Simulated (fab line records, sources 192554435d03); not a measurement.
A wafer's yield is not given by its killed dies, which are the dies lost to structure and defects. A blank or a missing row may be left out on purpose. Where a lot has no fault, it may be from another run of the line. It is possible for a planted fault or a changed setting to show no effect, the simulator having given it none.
Comparing a struck lot with a sound one :: flow n5 finfet :: 32 out of 1938 route steps
Sound: wafers L139.2, L139.4, L139.6. Struck: wafer L147.4. (L147.1, L147.6 of the same lot were not struck and are left out.) The cause comes at the end.
Each step with rows lists, per side, the tool, then ch with its chambers, then its first start. Under that, the readings that differ: sound wafers :: struck wafers :: difference of the means :: sigmas: that difference in standard deviations of wafers without a fault.
alike: words and numbers the same on both sides, and readings whose means are apart by under 2 such deviations; not compared: readings that were withheld, readings missing a value for some wafer, numbers with overlapping values and no deviation given by the record, and bounds like >300 which may hide the same value.
The two part at a step that has a row with sigmas, a row that says differs or no value, or rows on one side only. Numbers that have no deviation but don't overlap get no sigmas and don't part them. A reading that every wafer of one side lacks parts them only if that side has two wafers or more.

first, 11 steps without rows for these wafers: N5_BEOL_M3_ANNEAL_89 (time 240 s); N5_BEOL_M3_SPUTTER_90 (material Cu, target thk 4.5 nm, time 8.29 s); N5_BEOL_M3_ANNEAL_91 (time 240 s); N5_BEOL_M3_SPUTTER_92 (material Cu, target thk 4.5 nm, time 8.29 s); N5_BEOL_M3_ANNEAL_93 (time 240 s); N5_BEOL_M3_SPUTTER_94 (material Cu, target thk 4.5 nm, time 8.29 s); N5_BEOL_M3_ANNEAL_95 (time 240 s); N5_BEOL_M3_SPUTTER_96 (material Cu, target thk 4.5 nm, time 8.29 s); N5_BEOL_M3_ECD_50 (material Cu, target thk 300 nm); N5_BEOL_M3_ANNEAL_51 (time 90 s); N5_BEOL_M3_CMP_52 (polishes, stops on SiOC, t overpolish 6.8 s, target thk 40 nm).
N5_BEOL_M3_PRE_CLEAN_60: time 15 s.
  sound on cvd co-02 ch 0,1,2, day 8 14:02; struck on cvd co-02 ch 1, day 10 12:15
  alike: heater power outer w, heater power w
then, 3 steps without rows for these wafers: N5_BEOL_M3_CO_CAP_55 (material Co, precursor CCTBA/H2, target thk 2 nm, time 102.1 s); N5_BEOL_M3_PRE_CLEAN_56 (time 15 s); N5_BEOL_M3_DEP_57 (deposits SiCN from 3MS/NH3, target thk 8 nm, time 14 s).
N5_BEOL_M3_INSPECT_59: inspects for defects (darkfield).
  sound: defect inspect-02 at day 8 14:17; struck: defect inspect-02 at day 10 12:29
reading: raw defect count
sound: 64 131 49
struck: 876
difference: +795
sigmas: +38
then, 12 steps without rows for these wafers: N5_BEOL_M4_ILD_DEP_00 (deposits SiOC from DEMS/O2, target thk 79 nm, time 15.3 s); N5_BEOL_M4_PECVD_72 (deposits SiO2 from TEOS/O2, target thk 16 nm, time 18 s); N5_BEOL_M4_HM_DEP_02 (deposits TiN, target thk 20 nm); N5_BEOL_M4_COAT_61 (time 60 s, resist thk 60 nm); N5_BEOL_M4_COAT_62 (time 60 s, resist thk 12 nm); N5_BEOL_M4_COAT_73 (time 60 s, resist thk 5 nm); N5_BEOL_M4_COAT_05 (resist thk 30 nm); N5_BEOL_M4_EBR_07; N5_BEOL_M4_SOFTBAKE_06 (time 60 s); N5_BEOL_M4_EXPOSE_08 (exposes mask M4); N5_BEOL_M4_PEB_09 (peb time 60 s); N5_BEOL_M4_DEVELOP_10 (develop time 30 s).
N5_BEOL_M4_INSPECT_13: inspects for defects (brightfield).
  sound: defect inspect-02 at day 8 15:37; struck: defect inspect-02 at day 10 14:56
reading: raw defect count
sound: 288 459 403
struck: 1236
difference: +853
sigmas: +10
then, 1 step without rows for these wafers: N5_BEOL_M4_DESCUM_16 (chemistry O2, time 7 s).
N5_BEOL_M4_RC_MEAS_101:
  sound on prober-02 ch 0, day 8 21:40; struck on prober-02 ch 0, day 10 22:19
reading: ION_P (uA/um)
sound: 481 489 480
struck: 465
difference: -18
sigmas: -2
  alike: DIBL_N, DIBL_P, IOFF_N, IOFF_P, ION_N, SS_N, SS_P, VT_N, VT_P
-- a jump in the record: the struck wafers' starts before and after are 5 days apart (it breaks off in module BEOL_M4 and resumes in module PASSIVATION, where the first step shown is number 1936 of the route) --
N5_PASSIVATION_PROBE_49:
  sound: prober-02 at day 13 04:49; struck: prober-01 at day 15 13:36
reading: defect limited yield (%)
sound: 91.1 88.7 89.6
struck: 85.3
difference: -4.5
sigmas: -3

reading: killed_at_M0_to_M3
sound: 28 61 52
struck: 82
difference: +35
sigmas: +4

reading: killed dies
sound: 105 133 123
struck: 174
difference: +54
sigmas: +3

reading: killed on rim
sound: 17 14 14
struck: 31
difference: +16
sigmas: +4

reading: sort_bin_5_function (%)
sound: 5.8 7.3 6.0
struck: 8.8
difference: +2.4
sigmas: +3

reading: sort n pass
sound: 1075 1047 1057
struck: 1006
difference: -54
sigmas: -3

reading: sort yield pct (%)
sound: 91.1 88.7 89.6
struck: 85.3
difference: -4.5
sigmas: -3
  alike: killed_at_M4_up, killed at contacts, killed at front end, killed at other, killed open, killed short, sort_bin_6_memory, sort_bin_8_speed

WHERE THEY PART
At N5_BEOL_M3_INSPECT_59 first; at N5_PASSIVATION_PROBE_49 last (within this record only).

WHY: what had been put in by the simulator
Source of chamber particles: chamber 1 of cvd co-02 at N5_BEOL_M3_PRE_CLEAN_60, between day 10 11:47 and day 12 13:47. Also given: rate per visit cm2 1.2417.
